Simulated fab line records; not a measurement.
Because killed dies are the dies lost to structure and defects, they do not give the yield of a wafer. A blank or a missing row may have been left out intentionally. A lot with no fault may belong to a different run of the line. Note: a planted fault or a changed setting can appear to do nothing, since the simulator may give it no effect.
One fault seen from 3 desks :: flow n5_finfet :: every desk sees just its own numbers, and what lay behind them comes last

== THE TOOL OWNER'S DESK: cmp-03 ==
The tool's own readings at N5_BEOL_M7_CMP_52 (polishes, stops on SiCOH lowk, t overpolish 6.9 s, target thk 80 nm): means of the sampled wafers that have a number, for each lot that ran on this tool. Any lot whose mean is over 4 standard deviations away from the usual mean is out of limits and marked OUT; that distance is given in the brackets.
Columns: A = barrier_field_endpoint_s at N5_BEOL_M7_CMP_52, usual 29.4 s; B = motor_current_A at N5_BEOL_M7_CMP_52, usual 5.6 A; C = overpolish_run_s at N5_BEOL_M7_CMP_52, usual 6.899 s; D = platen_rpm at N5_BEOL_M7_CMP_52, usual 50.00 rpm; E = time_to_endpoint_s at N5_BEOL_M7_CMP_52, usual 63 s
lot: L828
first seen here: day 12 03:41
A: 29.0
B: 5.6
C: 6.903
D: 49.99
E: 64

lot: L833
first seen here: day 13 20:49
A: 41.1 (+14) OUT
B: 5.5
C: 2.326 (-99 or more) OUT
D: 49.99
E: 75

lot: L836
first seen here: day 14 14:40
A: 41.4 (+14) OUT
B: 5.4
C: 2.324 (-99 or more) OUT
D: 49.97
E: 75
This desk's finding: out of limits on L833, L836; first on L833, day 13 20:49 (barrier_field_endpoint_s at N5_BEOL_M7_CMP_52). In limits: L828.

== FROM THE METROLOGY DESK ==
What the gauges read for every lot (on any tool): the sampled wafers with a number, averaged. Any lot whose mean is over 4 standard deviations away from the usual mean is out of limits and marked OUT; that distance is given in the brackets. Readings shown: 7 out of 11 (the first out of limits, and those lying furthest out on some lot).
Columns: A = DIBL_N at N5_BEOL_M4_RC_MEAS_101, usual 36.0 mV/V; B = DIBL_P at N5_BEOL_M4_RC_MEAS_101, usual 36.0 mV/V; C = IOFF_N at N5_BEOL_M4_RC_MEAS_101, usual 0.155 nA/um; D = ION_N at N5_BEOL_M4_RC_MEAS_101, usual 672 uA/um; E = SS_P at N5_BEOL_M4_RC_MEAS_101, usual 73.2 mV/dec; F = VT_N at N5_BEOL_M4_RC_MEAS_101, usual 250.4 mV; G = M7_THK at N5_BEOL_M7_THK_MEAS_53, usual 81.5 nm
lot: L828
first seen here: day 10 22:16
A: 35.0
B: 33.8
C: 0.128
D: 660
E: 72.5
F: 254.5
G: 81.7

lot: L833
first seen here: day 12 15:31
A: 35.7
B: 36.1
C: 0.131
D: 667
E: 73.4
F: 255.8
G: 162.5 (+37) OUT

lot: L836
first seen here: day 13 00:03
A: 33.9
B: 34.7
C: 0.130
D: 662
E: 73.0
F: 252.6
G: 152.8 (+32) OUT

lot: L837
first seen here: day 13 16:08
A: 37.3
B: 36.0
C: 0.161
D: 675
E: 73.2
F: 249.3
G: 81.4
Per this desk, out of limits: L833, L836; the first was L833, day 13 21:04 (M7_THK at N5_BEOL_M7_THK_MEAS_53). In limits: L828, L837.

== THE DEFECT DESK ==
Lot by lot, what the route's inspections counted, given as the mean of those sampled wafers with a number. Any lot whose mean is over 4 standard deviations away from the usual mean is out of limits and marked OUT; that distance is given in the brackets.
Columns: A = raw_defect_count at N5_BEOL_M7_INSPECT_58, usual 71
lot: L828
first seen here: day 12 04:06
A: 89

lot: L833
first seen here: day 13 21:14
A: 830 (+28) OUT

lot: L836
first seen here: day 14 15:03
A: 844 (+29) OUT

lot: L837
first seen here: day 14 21:50
A: 70
This desk's finding: out of limits on L833, L836; first on L833, day 13 21:14 (raw_defect_count at N5_BEOL_M7_INSPECT_58). In limits: L828, L837.

== ALL TOGETHER ==
At day 13 20:49, on L833, L836, the tool owner's desk was in a position to raise an alarm.
An alarm was possible from the metrology desk at day 13 21:04, on L833, L836.
The defect desk could have raised an alarm at day 13 21:14, on L833, L836.
All the named lots went through N5_BEOL_M7_CMP_52 on cmp-03.

== WHAT HAD BEEN PUT IN BY THE SIMULATOR ==
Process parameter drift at N5_BEOL_M7_CMP_52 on cmp-03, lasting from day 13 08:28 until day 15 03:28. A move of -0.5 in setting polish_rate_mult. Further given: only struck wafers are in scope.
Struck lots among those shown: L833, L836.
Hours from the fault's start to each desk's first reading out of limits: the tool owner's desk, 12; the metrology desk, 13; the defect desk, 13.
